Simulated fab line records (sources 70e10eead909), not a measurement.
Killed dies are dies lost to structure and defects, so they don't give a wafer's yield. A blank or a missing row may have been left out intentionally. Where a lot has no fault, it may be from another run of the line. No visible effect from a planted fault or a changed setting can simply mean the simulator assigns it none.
A lot that was struck, set against a sound lot || flow nand_harc || 43 steps out of a route of 1159
Sound: wafers L531.2, L531.5, L531.6. Wafers L536.3, L536.4, L536.6 were the ones struck. At the end, the cause is stated.
For every step that has rows: the tool of each side, followed by ch and its chambers, followed by its first start. Under that, the readings that differ: sound wafers || struck wafers || difference of the means || sigmas: that difference in standard deviations of wafers without a fault.
alike: words and numbers the same on both sides, and readings whose means are apart by under 2 such deviations; not compared: readings that were withheld, readings missing a value for some wafer, numbers with overlapping values and no deviation given by the record, and bounds like >300 which may hide the same value.
A row with sigmas, a row that says differs or no value, or rows on one side alone: a step with any of these is where the two part. Numbers that don't overlap but have no deviation are shown without sigmas and don't part them. A reading that every wafer of one side lacks parts them only if that side has two wafers or more.

first, 5 steps without rows for these wafers: NHARC_A_CONTACT_ETCH_121 (etches the open film in C4F8/O2/Ar, time 94 s, target depth 922 nm); NHARC_A_CONTACT_ETCH_122 (etches the open film in C4F8/O2/Ar, time 95 s, target depth 930 nm); NHARC_A_CONTACT_ETCH_123 (etches the open film in C4F8/O2/Ar, time 253 s, target depth 1090 nm); NHARC_A_CONTACT_ETCH_90 (etches the open film in CH3F/O2, target depth 40 nm, time 85.7 s); NHARC_A_CONTACT_ETCH_96 (etches the open film in C4F6/O2, target depth 20 nm, time 10 s).
NHARC_A_CONTACT_CD_MEAS_53:
  sound: cd_sem-01 at day 16 22:17; struck: cd_sem-01 at day 18 21:16
  alike: cd_nm
then, 4 steps without rows for these wafers: NHARC_A_CONTACT_STRIP_99 (strips in N2/H2); NHARC_A_CONTACT_STRIP_100 (strips in CF4/CHF3); NHARC_A_CONTACT_STRIP_101 (strips in O2/COS); NHARC_A_CONTACT_ETCH_102 (etches the open film in CF4/O2, target depth 70 nm, overetch 7 nm, time 38.5 s).
NHARC_A_CONTACT_STRIP_55: strips in O2.
  sound on rie_diel-05 ch 0,1,2; struck on rie_diel-05 ch 1,2
  alike: chamber_pressure_mTorr, drypump_motor_current_A, o2_flow_sccm, oes_product_au, rf_vpp_V, showerhead_plenum_p_Torr, throttle_valve_pct
  not compared: rf_hours_counter_h
then, 1 step without rows for these wafers: NHARC_A_CONTACT_STRIP_56 (strips in post etch residue remover, time 600 s).
NHARC_A_CONTACT_DEP_57: deposits aC, target thk 2800 nm.
  sound on acl_dep-01 ch 0, day 17 00:02; struck on acl_dep-01 ch 0, day 18 22:59
  alike: throttle_valve_pct
then, 11 steps without rows for these wafers: NHARC_A_CONTACT_DEP_58 (deposits SiON, target thk 60 nm); NHARC_A_CONTACT_DEHYDRATE_59 (time 120 s); NHARC_A_CONTACT_HMDS_60 (time 30 s); NHARC_A_CONTACT_COAT_61 (time 75 s); NHARC_A_CONTACT_COAT_62 (time 65 s); NHARC_A_CONTACT_COAT_63 (resist thk 90 nm); NHARC_A_CONTACT_SOFTBAKE_64 (time 55 s); NHARC_A_CONTACT_EBR_65; NHARC_A_CONTACT_EXPOSE_66 (exposes mask A CC 2); NHARC_A_CONTACT_PEB_67 (peb time 65 s); NHARC_A_CONTACT_DEVELOP_68 (develop time 35 s).
NHARC_A_CONTACT_CD_MEAS_69 targets a cd of 200 nm.
  sound on cd_sem-01 ch 0, day 17 02:13; struck on cd_sem-01 ch 0, day 19 00:53
  alike: cd_nm
NHARC_A_CONTACT_OVL_MEAS_70:
  sound: overlay-01 at day 17 02:17; struck: overlay-02 at day 19 00:59
  alike: overlay_x_nm, overlay_y_nm
NHARC_A_CONTACT_INSPECT_71:
  sound: defect_inspect-01 at day 17 02:20; struck: defect_inspect-01 at day 19 01:01
  alike: raw_defect_count
then, 2 steps without rows for these wafers: NHARC_A_CONTACT_DESCUM_74 (chemistry O2, time 3 s); NHARC_A_CONTACT_ETCH_75 (etches the open film in CF4, target depth 39 nm, time 65 s).
NHARC_A_CONTACT_ETCH_76: etches the open film in N2/H2, target depth 260 nm, time 475.3 s.
  sound on rie_diel-05 ch 0,2; struck on rie_diel-08 ch 0,2,3
  alike: chamber_pressure_mTorr, drypump_motor_current_A, h2_flow_sccm, oes_product_au, rf_vpp_V, showerhead_plenum_p_Torr, throttle_valve_pct
  not compared: rf_hours_counter_h
then, 4 steps without rows for these wafers: NHARC_A_CONTACT_ETCH_77 (etches the open film in CF4/CHF3, target depth 72.6 nm, time 36.3 s); NHARC_A_CONTACT_ETCH_78 (etches the open film in O2/COS, target depth 2800 nm, time 728 s); NHARC_A_CONTACT_ETCH_124 (etches the open film in C4F8/O2/Ar, time 140 s, target depth 700 nm); NHARC_A_CONTACT_ETCH_125 (etches the open film in C4F8/O2/Ar, time 155 s, target depth 956 nm).
NHARC_A_CONTACT_ETCH_126: etches the open film in C4F8/O2/Ar, time 155 s, target depth 956 nm.
  sound on har_cap_etch-01 ch 0,1, day 17 04:11; struck on har_cap_etch-03 ch 0,1, day 19 03:10
  alike: chamber_pressure_mTorr
  not compared: rf_hours_counter_h
then, 2 steps without rows for these wafers: NHARC_A_CONTACT_ETCH_127 (etches the open film in C4F8/O2/Ar, time 155 s, target depth 956 nm); NHARC_A_CONTACT_ETCH_128 (etches the open film in C4F8/O2/Ar, time 155 s, target depth 956 nm).
NHARC_A_CONTACT_ETCH_129: etches the open film in C4F8/O2/Ar, time 155 s, target depth 956 nm.
  sound on har_cap_etch-01 ch 0,1, day 17 04:36; struck on har_cap_etch-03 ch 0,1, day 19 03:35
  alike: chamber_pressure_mTorr
  not compared: rf_hours_counter_h
then, 3 steps without rows for these wafers: NHARC_A_CONTACT_ETCH_130 (etches the open film in C4F8/O2/Ar, time 155 s, target depth 956 nm); NHARC_A_CONTACT_ETCH_131 (etches the open film in C4F8/O2/Ar, time 155 s, target depth 956 nm); NHARC_A_CONTACT_ETCH_132 (etches the open film in C4F8/O2/Ar, time 156 s, target depth 958 nm).
NHARC_A_CONTACT_ETCH_133: etches the open film in C4F8/O2/Ar, time 195 s, target depth 840 nm.
  sound on har_cap_etch-01 ch 0,1, day 17 05:11; struck on har_cap_etch-03 ch 0,1, day 19 04:12
  alike: chamber_pressure_mTorr
  not compared: rf_hours_counter_h
-- jump in the record: it breaks off in module A_CONTACT and resumes in module END (first step shown: number 1159 of the route), and 3 days separate the struck wafers' starts before and after --
NHARC_END_SORT_01:
  only the struck wafers appear in the record here, on prober-01 ch 0 at day 21 18:50; the sound ones have no rows

## WHERE THEY PART
Only at NHARC_END_SORT_01, within this record.

WHY: whatever the simulator had introduced
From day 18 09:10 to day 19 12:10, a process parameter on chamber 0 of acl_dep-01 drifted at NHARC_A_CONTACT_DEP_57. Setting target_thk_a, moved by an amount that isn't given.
